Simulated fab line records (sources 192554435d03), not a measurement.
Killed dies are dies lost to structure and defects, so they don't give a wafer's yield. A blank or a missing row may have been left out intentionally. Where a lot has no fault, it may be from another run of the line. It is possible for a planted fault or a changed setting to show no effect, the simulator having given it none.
fab line records	flow n5-finfet
record lots=24	wafers=72	last-day=17
route steps=1938 shown BEOL_M11@1599 BEOL_M12@1622 BEOL_M13@1659
lots with no fault: from the same line, run without faults
start-h: the number of hours between the record's first day and the start of the first shown wafer of the lot	wait-h: hours since the lot's step before	" as in the row above	L1.1+2: several wafers, shown together as one row	- no value present, or no start provided	* or withheld: withheld	< > ~ a bound
route shown NAME@n: NAME is a module with steps in the file, n the number in the route of the first one	usual: mean and standard deviation over wafers with no fault	same: alike in all rows	chamber/n: place in a boat	sites: per-site readings	_std_site: the values' standard deviation	_edge_site: outer sites' mean less inner sites'	radius-mm: how far each site lies from the wafer's centre	mask NAME#n: copy n	behind: tool/chamber where the wafer was last shaped	hold: what put the lot on hold/how long, in hours/how the hold closed	device: transistor that didn't switch, given as n, p or np	end of line: tests of these same wafers at the route's end	a step with no rows: only its recipe	killed: count of dies lost to structure and defects at first sort (not the wafer's yield)	map: the dies of a wafer, with x for killed, . for not killed, _ for no die there
set.NAME: the setting that was run; set.NAME@STEP: the one run at that earlier step	model.NAME: the simulator's own value behind a step, which no gauge read
steps of the route over a sample of lots; a table a step, a row a wafer
services: when a tool's chamber went out of use (start-h, in hours from the record's first day, below 0 if earlier), for how many hours, and the reason
## steps
# step N5_BEOL_M11_DEP_56
# recipe material=SiCN	target-thk-a=300	temp-c=withheld	precursor=3MS/NH3	pressure-torr=3	rf-w=675	time-s=10.5
# usual showerhead-plenum-p-Torr=4.153/0.021	throttle-valve-pct=17.9/1
lot.wafer	tool	chamber	start-h	wait-h	showerhead-plenum-p-Torr	throttle-valve-pct
L074.1	pecvd-01	2	246.93	0.0	4.151	17.7
L074.2	"	1	"	"	4.126	18.5
L074.3	"	0	"	"	4.118	18.1
L075.2	pecvd-02	0	247.15	0.0	4.183	19.1
L075.5	"	0	"	"	4.178	18.8
L075.6	"	1	"	"	4.165	18.6
L077.3	pecvd-02	2	247.38	0.0	4.149	15.9
L077.5	"	1	"	"	4.182	19.1
L077.6	"	2	"	"	4.155	16.0
L076.3	pecvd-02	0	249.39	0.0	4.182	18.9
L076.4	"	0	"	"	4.175	18.5
L076.5	"	1	"	"	4.178	18.6
L079.1	pecvd-01	2	264.26	0.0	4.139	17.4
L079.3	"	1	"	"	4.131	18.0
L079.4	"	0	"	"	4.119	18.0
L080.2	pecvd-04	0	265.81	0.0	4.159	19.5
L080.4	"	1	"	"	4.144	16.6
L080.6	"	0	"	"	4.144	19.3
L078.2	pecvd-02	1	266.03	0.0	4.179	19.0
L078.3	"	0	"	"	4.174	18.7
L078.4	"	0	"	"	4.180	18.8
L081.2	pecvd-04	1	271.86	0.0	4.147	16.7
L081.5	"	0	"	"	4.164	19.2
L081.6	"	1	"	"	4.156	16.8
L082.1	pecvd-04	0	283.54	0.0	4.158	19.3
L082.4	"	1	"	"	4.143	16.8
L082.5	"	2	"	"	4.170	17.6
L083.1	pecvd-02	0	284.99	0.0	4.181	18.8
L083.4	"	2	"	"	4.154	16.1
L083.6	"	1	"	"	4.192	18.6
L084.1	pecvd-01	1	293.74	0.0	4.132	18.0
L084.3	"	0	"	"	4.106	18.2
L084.4	"	1	"	"	4.132	18.1
L086.1	pecvd-04	0	296.08	0.0	4.149	19.4
L086.2	"	2	"	"	4.161	17.7
L086.4	"	2	"	"	4.160	17.6
L085.3	pecvd-04	0	303.03	0.0	4.146	19.4
L085.5	"	2	"	"	4.172	17.4
L085.6	"	0	"	"	4.156	19.6
L087.1	pecvd-02	1	318.92	0.0	4.180	18.4
L087.3	"	0	"	"	4.185	18.8
L087.6	"	0	"	"	4.183	19.0
L090.3	pecvd-02	2	326.35	0.0	4.153	15.8
L090.4	"	2	"	"	4.158	15.7
L090.6	"	1	"	"	4.167	18.5
L088.1	pecvd-04	0	326.69	0.0	4.151	19.3
L088.2	"	1	"	"	4.151	17.0
L088.4	"	1	"	"	4.147	16.8
L092.2	pecvd-04	2	334.73	0.0	4.170	17.7
L092.3	"	1	"	"	4.143	16.6
L092.4	"	1	"	"	4.159	16.8
L089.1	pecvd-01	0	343.20	0.0	4.119	18.1
L089.2	"	2	"	"	4.154	17.5
L089.4	"	2	"	"	4.147	17.5
L091.2	pecvd-04	0	344.82	0.0	4.141	19.1
L091.3	"	2	"	"	4.163	17.7
L091.5	"	2	"	"	4.168	17.8
L093.4	pecvd-02	0	350.26	0.0	4.175	18.8
L093.5	"	1	"	"	4.178	18.5
L093.6	"	2	"	"	4.144	16.1
L094.1	pecvd-01	1	364.43	0.0	4.137	18.1
L094.3	"	2	"	"	4.153	17.4
L094.5	"	2	"	"	4.153	17.5
L095.3	pecvd-01	0	365.66	0.0	4.123	18.3
L095.4	"	0	"	"	4.108	18.2
L095.5	"	1	"	"	4.139	17.8
L096.3	pecvd-01	1	374.71	0.0	4.140	18.2
L096.5	"	2	"	"	4.152	17.6
L096.6	"	0	"	"	4.109	18.1
L097.1	pecvd-02	1	383.02	0.0	4.180	18.7
L097.3	"	0	"	"	4.171	19.1
L097.5	"	1	"	"	4.177	18.2
# step N5_BEOL_M12_CD_MEAS_17
# recipe target-cd-nm=140	polarity=opening
# usual cd-nm=141.0/1.8
lot.wafer	tool	chamber	start-h	wait-h	cd-nm
L074.1	cd-sem-01	-	248.42	0.0	141.2
L074.2	"	-	"	"	141.2
L074.3	"	-	"	"	143.6
L075.2	cd-sem-02	-	248.77	0.0	139.0
L075.5	"	-	"	"	139.6
L075.6	"	-	"	"	139.4
L077.3	cd-sem-01	-	249.04	0.0	141.3
L077.5	"	-	"	"	143.6
L077.6	"	-	"	"	140.1
L076.3	cd-sem-02	-	250.54	0.0	141.6
L076.4	"	-	"	"	139.6
L076.5	"	-	"	"	139.9
L079.1	cd-sem-03	-	265.64	0.0	140.5
L079.3	"	-	"	"	140.3
L079.4	"	-	"	"	141.4
L080.2	cd-sem-02	-	266.95	0.0	140.9
L080.4	"	-	"	"	136.2
L080.6	"	-	"	"	140.4
L078.2	cd-sem-01	-	267.34	0.0	139.9
L078.3	"	-	"	"	139.5
L078.4	"	-	"	"	141.0
L081.2	cd-sem-02	-	273.13	0.0	142.9
L081.5	"	-	"	"	145.6
L081.6	"	-	"	"	142.3
L082.1	cd-sem-02	-	284.79	0.0	139.4
L082.4	"	-	"	"	137.7
L082.5	"	-	"	"	138.7
L083.1	cd-sem-02	-	286.61	0.0	142.7
L083.4	"	-	"	"	141.4
L083.6	"	-	"	"	142.5
L084.1	cd-sem-02	-	294.88	0.0	143.5
L084.3	"	-	"	"	140.8
L084.4	"	-	"	"	141.2
L086.1	cd-sem-02	-	297.35	0.0	138.0
L086.2	"	-	"	"	139.1
L086.4	"	-	"	"	142.3
L085.3	cd-sem-03	-	304.25	0.0	141.1
L085.5	"	-	"	"	143.1
L085.6	"	-	"	"	142.2
L087.1	cd-sem-01	-	320.56	0.0	144.3
L087.3	"	-	"	"	140.3
L087.6	"	-	"	"	143.3
L090.3	cd-sem-03	-	327.65	0.0	140.3
L090.4	"	-	"	"	143.4
L090.6	"	-	"	"	144.9
L088.1	cd-sem-01	-	327.87	0.0	142.3
L088.2	"	-	"	"	139.0
L088.4	"	-	"	"	139.4
L092.2	cd-sem-02	-	335.87	0.0	143.1
L092.3	"	-	"	"	141.1
L092.4	"	-	"	"	141.5
L089.1	cd-sem-02	-	344.36	0.0	139.8
L089.2	"	-	"	"	141.5
L089.4	"	-	"	"	138.9
L091.2	cd-sem-03	-	345.97	0.0	143.2
L091.3	"	-	"	"	143.7
L091.5	"	-	"	"	142.8
L093.4	cd-sem-02	-	351.39	0.0	139.9
L093.5	"	-	"	"	142.5
L093.6	"	-	"	"	141.5
L094.1	cd-sem-03	-	365.58	0.0	141.6
L094.3	"	-	"	"	140.0
L094.5	"	-	"	"	141.3
L095.3	cd-sem-01	-	366.88	0.0	143.5
L095.4	"	-	"	"	140.0
L095.5	"	-	"	"	142.1
L096.3	cd-sem-02	-	375.86	0.0	138.1
L096.5	"	-	"	"	139.3
L096.6	"	-	"	"	139.8
L097.1	cd-sem-03	-	384.42	0.0	141.2
L097.3	"	-	"	"	140.4
L097.5	"	-	"	"	141.5
# step N5_BEOL_M12_CD_MEAS_28
# recipe target-cd-nm=160.2	landing-energy-ev=500	detector=se-inlens	polarity=opening
# usual cd-nm=161.4/1.4
lot.wafer	tool	chamber	start-h	wait-h	cd-nm
L074.1	cd-sem-03	0	248.75	-	161.3
L074.2	"	0	"	"	163.2
L074.3	"	0	"	"	164.1
L075.2	cd-sem-02	0	249.10	-	161.5
L075.5	"	0	"	"	160.7
L075.6	"	0	"	"	160.9
L077.3	cd-sem-03	0	249.37	-	160.2
L077.5	"	0	"	"	160.0
L077.6	"	0	"	"	160.7
L076.3	cd-sem-01	0	250.86	-	162.1
L076.4	"	0	"	"	161.3
L076.5	"	0	"	"	161.6
L079.1	cd-sem-02	0	266.09	-	161.7
L079.3	"	0	"	"	160.6
L079.4	"	0	"	"	162.1
L080.2	cd-sem-03	0	267.40	-	161.1
L080.4	"	0	"	"	162.6
L080.6	"	0	"	"	162.3
L078.2	cd-sem-03	0	267.79	-	160.9
L078.3	"	0	"	"	159.7
L078.4	"	0	"	"	159.7
L081.2	cd-sem-02	0	273.58	-	162.2
L081.5	"	0	"	"	160.9
L081.6	"	0	"	"	160.3
L082.1	cd-sem-02	0	285.13	-	160.9
L082.4	"	0	"	"	160.2
L082.5	"	0	"	"	162.6
L083.1	cd-sem-02	0	286.93	-	161.7
L083.4	"	0	"	"	161.1
L083.6	"	0	"	"	162.9
L084.1	cd-sem-02	0	295.21	-	161.1
L084.3	"	0	"	"	160.4
L084.4	"	0	"	"	160.3
L086.1	cd-sem-02	0	297.80	-	161.0
L086.2	"	0	"	"	162.0
L086.4	"	0	"	"	161.2
L085.3	cd-sem-01	0	304.58	-	163.3
L085.5	"	0	"	"	162.5
L085.6	"	0	"	"	161.8
L087.1	cd-sem-03	0	321.01	-	163.7
L087.3	"	0	"	"	160.8
L087.6	"	0	"	"	160.7
L090.3	cd-sem-02	0	327.98	-	161.7
L090.4	"	0	"	"	162.2
L090.6	"	0	"	"	162.5
L088.1	cd-sem-02	0	328.32	-	161.6
L088.2	"	0	"	"	160.8
L088.4	"	0	"	"	159.6
L092.2	cd-sem-03	0	336.20	-	159.4
L092.3	"	0	"	"	160.5
L092.4	"	0	"	"	159.7
L089.1	cd-sem-01	0	344.69	-	158.1
L089.2	"	0	"	"	158.0
L089.4	"	0	"	"	161.6
L091.2	cd-sem-01	0	346.30	-	159.5
L091.3	"	0	"	"	161.2
L091.5	"	0	"	"	161.2
L093.4	cd-sem-02	0	351.71	-	158.6
L093.5	"	0	"	"	161.1
L093.6	"	0	"	"	160.6
L094.1	cd-sem-02	0	366.03	-	161.7
L094.3	"	0	"	"	162.4
L094.5	"	0	"	"	160.8
L095.3	cd-sem-01	0	367.21	-	164.8
L095.4	"	0	"	"	162.0
L095.5	"	0	"	"	164.3
L096.3	cd-sem-01	0	376.19	-	161.3
L096.5	"	0	"	"	162.7
L096.6	"	0	"	"	160.8
L097.1	cd-sem-01	0	384.87	-	160.4
L097.3	"	0	"	"	162.8
L097.5	"	0	"	"	161.6
# step N5_BEOL_M12_ETCH_67
# recipe chemistry=CF4	target=SiARC	target-depth-a=1430	time-s=238.3	ion-energy-ev=80	pressure-mtorr=40	source-w=545	bias-w=36	Ar_flow_sccm=100	cf4-flow-sccm=100	ends=cleared
# usual drypump-motor-current-A=5.8/0.39	etch-rf-on-time-s=237/4.3	mfc-ar-sccm=99.96/0.28	oes-product-au=0.70/0.066	rf-vpp-V=184.2/1.2	showerhead-plenum-p-Torr=2.15/0.073	throttle-valve-pct=15.49/0.13
lot.wafer	tool	chamber	start-h	wait-h	drypump-motor-current-A	etch-rf-on-time-s	mfc-ar-sccm	oes-product-au	rf-hours-counter-h	rf-vpp-V	showerhead-plenum-p-Torr	throttle-valve-pct
L074.1	rie-diel-02	3	248.92	0.0	6.3	244	100.23	0.59	228	185.2	2.20	15.48
L074.2	"	1	"	"	5.6	228	100.15	0.83	3	185.4	2.27	15.28
L074.3	"	0	"	"	5.9	237	100.02	0.73	81	184.4	2.16	15.45
L075.2	rie-diel-03	3	249.22	0.0	6.1	240	100.17	0.70	80	184.3	2.16	15.56
L075.5	"	1	"	"	6.3	235	100.09	0.75	-	185.2	2.18	15.49
L075.6	"	0	"	"	5.8	231	100.17	0.78	-	184.2	2.10	15.38
L077.3	rie-diel-04	1	249.49	0.0	5.7	236	99.91	0.63	200	184.8	2.22	15.60
L077.5	"	2	"	"	6.3	236	99.37	0.84	-	183.2	2.11	15.31
L077.6	"	3	"	"	5.5	231	99.54	0.70	-	182.2	2.07	15.46
L076.3	rie-diel-03	2	250.98	0.0	4.8	235	99.86	0.79	14	183.7	2.10	15.41
L076.4	"	3	"	"	6.1	243	99.56	0.69	81	185.1	2.16	15.57
L076.5	"	2	"	"	4.8	232	100.00	0.78	-	183.3	2.10	15.40
L079.1	rie-diel-04	3	266.22	0.0	5.5	235	99.90	0.69	94	182.5	2.07	15.47
L079.3	"	0	"	"	5.5	236	99.81	0.72	63	185.0	2.27	15.37
L079.4	"	2	"	"	6.3	237	99.91	0.83	10	184.5	2.11	15.35
L080.2	rie-diel-02	2	267.52	0.0	5.9	236	100.65	0.62	201	182.9	2.04	15.71
L080.4	"	3	"	"	6.3	247	99.79	0.58	236	186.0	2.19	15.49
L080.6	"	3	"	"	6.3	247	100.09	0.58	-	183.8	2.19	15.49
L078.2	rie-diel-04	2	267.91	0.0	6.3	237	100.39	0.82	11	183.3	2.11	15.32
L078.3	"	3	"	"	5.5	234	100.17	0.68	95	182.9	2.07	15.48
L078.4	"	1	"	"	5.7	240	99.92	0.62	208	185.3	2.21	15.62
L081.2	rie-diel-03	2	273.70	0.0	4.8	233	100.19	0.77	22	183.1	2.09	15.42
L081.5	"	0	"	"	5.7	233	99.57	0.76	-	185.0	2.10	15.42
L081.6	"	3	"	"	6.1	244	99.58	0.68	-	185.2	2.16	15.59
L082.1	rie-diel-02	3	285.60	0.0	6.3	251	100.24	0.57	241	184.7	2.19	15.50
L082.4	"	2	"	"	5.9	240	99.83	0.61	207	183.8	2.04	15.70
L082.5	"	3	"	"	6.3	249	99.42	0.57	-	185.2	2.19	15.49
L083.1	rie-diel-03	1	287.08	0.0	6.2	241	100.03	0.72	50	184.3	2.18	15.49
L083.4	"	3	"	"	6.1	247	100.30	0.68	94	185.5	2.15	15.60
L083.6	"	3	"	"	6.1	244	100.55	0.68	-	184.6	2.16	15.58
L084.1	rie-diel-02	1	295.33	0.0	5.6	231	100.11	0.80	18	184.3	2.27	15.31
L084.3	"	2	"	"	5.9	239	99.77	0.61	211	183.2	2.04	15.72
L084.4	"	0	"	"	5.9	236	99.91	0.70	96	183.6	2.16	15.50
L086.1	rie-diel-04	1	298.15	0.0	5.7	242	100.04	0.61	219	183.8	2.21	15.63
L086.2	"	3	"	"	5.5	238	99.79	0.67	105	183.9	2.07	15.49
L086.4	"	0	"	"	5.5	240	99.76	0.71	74	186.9	2.27	15.39
L085.3	rie-diel-04	3	304.94	0.0	5.6	238	100.28	0.66	107	183.0	2.07	15.48
L085.5	"	0	"	"	5.6	238	100.38	0.71	-	185.2	2.27	15.41
L085.6	"	1	"	"	5.7	238	99.64	0.61	-	185.0	2.21	15.64
L087.1	rie-diel-02	0	321.14	0.0	5.9	236	99.59	0.70	106	184.9	2.16	15.54
L087.3	"	2	"	"	5.9	236	100.22	0.60	221	182.8	2.03	15.73
L087.6	"	1	"	"	5.6	228	100.04	0.77	-	187.0	2.26	15.33
L090.3	rie-diel-03	3	328.24	0.0	6.1	244	100.21	0.66	108	184.0	2.15	15.63
L090.4	"	0	"	"	5.7	236	99.88	0.73	53	183.0	2.10	15.47
L090.6	"	3	"	"	6.1	244	100.25	0.68	-	184.1	2.15	15.61
L088.1	rie-diel-04	1	328.58	0.0	5.7	239	100.16	0.60	230	184.7	2.20	15.67
L088.2	"	3	"	"	5.6	235	99.95	0.67	115	184.9	2.07	15.50
L088.4	"	2	"	"	6.3	239	100.00	0.77	30	183.7	2.10	15.38
L092.2	rie-diel-04	1	336.32	0.0	5.7	237	100.11	0.61	233	185.2	2.20	15.66
L092.3	"	2	"	"	6.3	236	99.79	0.78	33	183.0	2.10	15.38
L092.4	"	0	"	"	5.5	236	99.59	0.70	88	184.8	2.26	15.41
L089.1	rie-diel-04	1	345.02	0.0	5.7	240	100.25	0.60	236	185.7	2.20	15.67
L089.2	"	3	"	"	5.5	237	100.02	0.66	121	183.6	2.06	15.52
L089.4	"	0	"	"	5.5	238	99.87	0.70	91	184.3	2.26	15.44
L091.2	rie-diel-03	0	347.13	0.0	5.8	238	100.00	0.71	59	182.4	2.09	15.46
L091.3	"	3	"	"	6.1	246	99.91	0.66	114	183.4	2.15	15.64
L091.5	"	3	"	"	6.1	245	99.58	0.66	-	183.6	2.15	15.64
L093.4	rie-diel-04	0	351.83	0.0	5.5	235	99.64	0.70	94	186.0	2.26	15.44
L093.5	"	0	"	"	5.5	239	99.48	0.70	-	184.8	2.26	15.43
L093.6	"	1	"	"	5.7	239	99.97	0.60	-	183.9	2.20	15.66
L094.1	rie-diel-02	2	366.16	0.0	5.9	234	100.24	0.60	238	182.6	2.03	15.78
L094.3	"	1	"	"	5.6	229	99.94	0.75	46	187.2	2.26	15.36
L094.5	"	3	"	"	6.3	235	99.86	0.81	-	184.4	2.19	15.06
L095.3	rie-diel-03	2	367.33	0.0	4.8	229	99.84	0.73	53	184.1	2.08	15.48
L095.4	"	3	"	"	6.1	245	100.17	0.66	121	182.7	2.15	15.65
L095.5	"	0	"	"	5.7	234	100.15	0.72	-	182.2	2.09	15.49
L096.3	rie-diel-03	3	376.31	0.0	6.1	244	99.89	0.66	123	185.5	2.15	15.68
L096.5	"	3	"	"	6.1	244	99.97	0.65	-	185.1	2.15	15.64
L096.6	"	1	"	"	6.3	241	99.99	0.69	-	183.9	2.17	15.57
L097.1	rie-diel-02	3	385.00	0.0	6.3	240	100.11	0.78	19	184.5	2.18	15.11
L097.3	"	0	"	"	5.9	236	100.00	0.68	129	183.4	2.15	15.58
L097.5	"	1	"	"	5.6	234	100.83	0.73	-	184.9	2.25	15.38
# step N5_BEOL_M12_STRIP_37
# recipe chemistry=N2/H2	power-w=1000	temp-c=250	h2-frac=0.65	overash-fraction=0.3	pressure-mtorr=withheld	n2-flow-sccm=1750	h2-flow-sccm=3250
# usual drypump-motor-current-A=5.68/0.22	heater-power-w=337/52	oes-product-au=0.791/0.0099
lot.wafer	tool	chamber	start-h	wait-h	drypump-motor-current-A	heater-power-w	oes-product-au	rf-hours-counter-h
L074.1	plasma-asher-01	0	249.44	0.0	5.46	309	0.801	68
L074.2	"	1	"	"	5.75	297	0.783	68
L074.3	"	1	"	"	5.76	293	0.788	-
L075.2	plasma-asher-01	0	249.74	0.0	5.53	305	0.795	68
L075.5	"	1	"	"	5.73	298	0.797	-
L075.6	"	0	"	"	5.49	303	0.774	-
L077.3	plasma-asher-02	1	250.03	0.1	5.45	336	0.810	-
L077.5	"	0	"	"	6.03	437	0.783	-
L077.6	"	1	"	"	5.44	330	0.795	-
L076.3	plasma-asher-01	1	251.52	0.1	5.77	286	0.794	-
L076.4	"	0	"	"	5.48	306	0.768	-
L076.5	"	0	"	"	5.45	312	0.797	-
L079.1	plasma-asher-02	1	266.74	0.0	5.47	328	0.773	128
L079.3	"	0	"	"	6.01	426	0.812	-
L079.4	"	1	"	"	5.46	327	0.787	-
L080.2	plasma-asher-02	0	268.05	0.0	6.03	424	0.795	128
L080.4	"	0	"	"	6.03	418	0.792	-
L080.6	"	1	"	"	5.48	325	0.773	-
L078.2	plasma-asher-02	0	268.43	0.0	6.02	423	0.793	128
L078.3	"	0	"	"	6.02	426	0.783	-
L078.4	"	1	"	"	5.48	319	0.800	-
L081.2	plasma-asher-02	0	274.23	0.0	6.04	419	0.795	129
L081.5	"	1	"	"	5.49	319	0.783	-
L081.6	"	0	"	"	6.05	436	0.807	-
L082.1	plasma-asher-02	0	286.12	0.0	6.06	432	0.785	132
L082.4	"	1	"	"	5.47	324	0.786	-
L082.5	"	0	"	"	6.01	431	0.798	-
L083.1	plasma-asher-01	0	287.60	0.0	5.48	297	0.786	75
L083.4	"	0	"	"	5.51	298	0.799	-
L083.6	"	1	"	"	5.77	304	0.809	-
L084.1	plasma-asher-01	1	295.85	0.0	5.77	300	0.796	77
L084.3	"	1	"	"	5.77	304	0.779	-
L084.4	"	0	"	"	5.51	307	0.795	-
L086.1	plasma-asher-02	0	298.68	0.0	6.00	431	0.798	134
L086.2	"	1	"	"	5.48	328	0.791	134
L086.4	"	1	"	"	5.47	333	0.786	-
L085.3	plasma-asher-02	1	305.49	0.1	5.47	329	0.772	-
L085.5	"	0	"	"	5.99	427	0.796	-
L085.6	"	1	"	"	5.46	323	0.784	-
L087.1	plasma-asher-02	0	321.66	0.0	6.03	434	0.788	138
L087.3	"	1	"	"	5.43	331	0.792	-
L087.6	"	1	"	"	5.47	330	0.793	-
L090.3	plasma-asher-01	0	328.78	0.1	5.51	311	0.783	-
L090.4	"	1	"	"	5.76	298	0.785	-
L090.6	"	1	"	"	5.72	295	0.786	-
L088.1	plasma-asher-01	0	329.10	0.0	5.50	307	0.805	84
L088.2	"	1	"	"	5.74	296	0.784	84
L088.4	"	1	"	"	5.76	298	0.785	-
L092.2	plasma-asher-02	1	336.95	0.1	5.49	325	0.789	141
L092.3	"	1	"	"	5.44	334	0.776	-
L092.4	"	0	"	"	6.03	424	0.795	-
L089.1	plasma-asher-02	0	345.55	0.0	6.04	426	0.776	143
L089.2	"	1	"	"	5.46	336	0.794	143
L089.4	"	0	"	"	6.01	433	0.800	-
L091.2	plasma-asher-01	0	347.66	0.0	5.50	304	0.784	87
L091.3	"	0	"	"	5.50	308	0.790	-
L091.5	"	1	"	"	5.73	299	0.787	-
L093.4	plasma-asher-01	1	352.38	0.1	5.77	288	0.805	-
L093.5	"	0	"	"	5.47	313	0.785	-
L093.6	"	1	"	"	5.76	303	0.783	-
L094.1	plasma-asher-01	0	366.68	0.0	5.47	308	0.781	92
L094.3	"	0	"	"	5.49	311	0.792	-
L094.5	"	1	"	"	5.75	296	0.782	-
L095.3	plasma-asher-01	1	367.87	0.1	5.74	293	0.779	-
L095.4	"	0	"	"	5.52	309	0.794	-
L095.5	"	1	"	"	5.76	299	0.787	-
L096.3	plasma-asher-01	1	376.85	0.1	5.75	293	0.764	-
L096.5	"	1	"	"	5.75	297	0.780	-
L096.6	"	0	"	"	5.55	303	0.791	-
L097.1	plasma-asher-01	1	385.52	0.0	5.76	295	0.797	96
L097.3	"	1	"	"	5.75	296	0.802	-
L097.5	"	0	"	"	5.50	306	0.792	-
# step N5_BEOL_M13_ILD_DEP_00
# recipe material=SiOC	target-thk-a=8379.2	temp-c=350	precursor=DEMS/O2	pressure-torr=5	rf-w=500	time-s=166.4
# usual heater-power-w=461/61	showerhead-plenum-p-Torr=5.694/0.017	throttle-valve-pct=11.9/0.74
lot.wafer	tool	chamber	start-h	wait-h	heater-power-w	showerhead-plenum-p-Torr	throttle-valve-pct
L074.1	pecvd-02	2	252.71	0.0	423	5.675	10.5
L074.2	"	0	"	"	524	5.714	12.4
L074.3	"	1	"	"	529	5.714	12.3
L075.2	pecvd-02	1	253.14	0.0	481	5.695	12.1
L075.5	"	0	"	"	452	5.693	12.6
L075.6	"	1	"	"	535	5.706	12.0
L077.3	pecvd-01	0	257.94	0.0	470	5.652	12.1
L077.5	"	0	"	"	521	5.664	12.3
L077.6	"	1	"	"	522	5.680	11.9
L076.3	pecvd-02	1	258.70	0.0	566	5.713	12.3
L076.4	"	1	"	"	466	5.690	12.3
L076.5	"	0	"	"	572	5.707	12.3
L079.1	pecvd-02	2	271.05	0.0	374	5.694	10.2
L079.3	"	1	"	"	589	5.718	12.4
L079.4	"	0	"	"	549	5.702	12.4
L080.2	pecvd-03	1	271.15	0.0	434	5.682	12.4
L080.4	"	1	"	"	450	5.714	12.0
L080.6	"	2	"	"	447	5.712	10.8
L078.2	pecvd-03	1	272.44	0.0	425	5.708	12.1
L078.3	"	2	"	"	402	5.710	11.0
L078.4	"	0	"	"	422	5.693	12.6
L081.2	pecvd-02	2	280.25	0.0	447	5.694	10.4
L081.5	"	2	"	"	365	5.675	10.8
L081.6	"	1	"	"	569	5.698	12.5
L082.1	pecvd-01	2	287.76	0.0	444	5.693	11.9
L082.4	"	0	"	"	454	5.682	12.1
L082.5	"	2	"	"	366	5.693	11.5
L083.1	pecvd-01	2	294.17	0.0	414	5.685	11.6
L083.4	"	0	"	"	457	5.658	11.9
L083.6	"	1	"	"	412	5.693	12.1
L084.1	pecvd-01	1	301.40	0.0	440	5.670	12.1
L084.3	"	2	"	"	376	5.675	11.5
L084.4	"	2	"	"	410	5.696	11.4
L086.1	pecvd-03	0	302.09	0.0	432	5.708	12.2
L086.2	"	1	"	"	430	5.690	12.6
L086.4	"	1	"	"	458	5.689	12.4
L085.3	pecvd-02	0	310.97	0.0	530	5.707	12.7
L085.5	"	2	"	"	356	5.697	10.6
L085.6	"	0	"	"	538	5.704	12.7
L087.1	pecvd-03	0	325.23	0.0	402	5.708	12.8
L087.3	"	2	"	"	445	5.720	11.1
L087.6	"	1	"	"	450	5.702	12.4
L090.3	pecvd-03	1	335.44	0.0	421	5.687	12.6
L090.4	"	1	"	"	444	5.695	12.4
L090.6	"	2	"	"	418	5.711	11.2
L088.1	pecvd-03	0	336.72	0.0	455	5.697	12.6
L088.2	"	1	"	"	457	5.704	12.3
L088.4	"	0	"	"	363	5.704	12.5
L092.2	pecvd-01	1	339.35	0.0	496	5.679	12.0
L092.3	"	2	"	"	439	5.694	11.4
L092.4	"	0	"	"	549	5.674	11.7
L089.1	pecvd-01	2	348.07	0.0	360	5.701	11.4
L089.2	"	1	"	"	501	5.667	11.9
L089.4	"	2	"	"	403	5.677	11.6
L091.2	pecvd-02	2	353.74	0.0	411	5.677	10.6
L091.3	"	1	"	"	558	5.701	12.5
L091.5	"	2	"	"	426	5.688	10.6
L093.4	pecvd-02	0	355.52	0.1	519	5.701	12.5
L093.5	"	1	"	"	553	5.716	12.3
L093.6	"	2	"	"	429	5.691	10.5
L094.1	pecvd-03	0	372.43	0.0	407	5.707	12.9
L094.3	"	1	"	"	429	5.719	12.2
L094.5	"	1	"	"	447	5.696	12.1
L095.3	pecvd-03	1	373.38	0.0	439	5.696	12.4
L095.4	"	2	"	"	359	5.717	11.2
L095.5	"	1	"	"	361	5.702	12.4
L096.3	pecvd-03	2	380.25	0.0	438	5.711	10.8
L096.5	"	2	"	"	467	5.697	10.8
L096.6	"	0	"	"	369	5.699	12.7
L097.1	pecvd-02	2	389.48	0.0	385	5.680	10.6
L097.3	"	1	"	"	520	5.706	12.3
L097.5	"	0	"	"	528	5.703	12.7
## services
tool	chamber	start-h	hours	kind
rie-diel-03	-	223.88	15.6	pm
pecvd-02	2	232.76	12.9	repair
pecvd-03	2	233.23	2.1	scheduled-down
plasma-asher-01	-	235.97	2.8	pm
pecvd-02	0	236.34	2.1	scheduled-down
rie-diel-04	3	238.86	7.2	repair
rie-diel-02	3	311.75	-	clean
rie-diel-02	3	311.75	-	consumable-replace:focus-ring
rie-diel-02	3	311.75	20.7	scheduled-down
rie-diel-02	3	311.75	20.7	vent-cycle
plasma-asher-02	-	340.56	0.9	repair
pecvd-03	1	349.09	5.5	scheduled-down
rie-diel-02	0	349.30	4.2	repair
rie-diel-03	2	370.53	9.9	repair
pecvd-03	-	375.85	0.7	repair
pecvd-04	1	383.62	-	clean
pecvd-04	1	383.62	-	consumable-replace:showerhead
pecvd-04	1	383.62	29.0	scheduled-down
pecvd-04	1	383.62	29.0	vent-cycle
pecvd-01	-	386.39	2.8	pm
## key
fault none
